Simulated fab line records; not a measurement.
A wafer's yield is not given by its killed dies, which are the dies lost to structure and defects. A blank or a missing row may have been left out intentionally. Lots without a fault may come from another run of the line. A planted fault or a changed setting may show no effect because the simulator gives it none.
Matching of chambers | flow n5-finfet | N5_BEOL_M3_ALD_98 on ald-sin-01: 4 sister chambers
The step deposits SiO2, target thk 2.5 nm, pulse time 1 s, co reactant pulse time 1 s. 4 wafers are shown with their chamber, then 8 later ones without.

WAFERS WITH THEIR CHAMBER
wafer  | chamber | heater-power-w (W)
L085.2 | 2       | 76
L085.4 | 3       | 92
L085.5 | 0       | 81
L086.1 | 1       | 80

WAFERS WITHOUT THEIR CHAMBER
wafer  | heater-power-w (W)
L086.2 | 91
L086.6 | 92
L091.2 | 79
L091.4 | 79
L091.5 | 78
L093.1 | 79
L093.4 | 76
L093.6 | 81

CHAMBER TAKEN BY EACH
wafer  | from the rows above          | in truth
L086.2 | 3                            | 3
L086.6 | 3                            | 3
L091.2 | can't be placed: 1 or 0      | 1
L091.4 | can't be placed: 1 or 0      | 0
L091.5 | can't be placed: 1 or 2 or 0 | 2
L093.1 | can't be placed: 1 or 0      | 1
L093.4 | 2                            | 2
L093.6 | can't be placed: 0 or 1      | 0
Correctly placed: 3 of 8. Cannot be placed on the basis of these rows: 5; the candidates contain the true chamber in 5. Number placed wrongly: 0.
How it was worked out, from the rows above alone: a wafer's distance from a chamber is the root of the sum, over the readings, of the square of ((its reading less the chamber's mean) divided by the reading's scatter). If the next closest chamber is less than 2 further off than the closest, the wafer can't be placed; otherwise it belongs to the closest. Each chamber's mean is taken over the wafers shown for it. The scatter (one wafer shown for each chamber): square how far every hidden wafer sits from the nearest shown wafer, average those squares and take the square root.
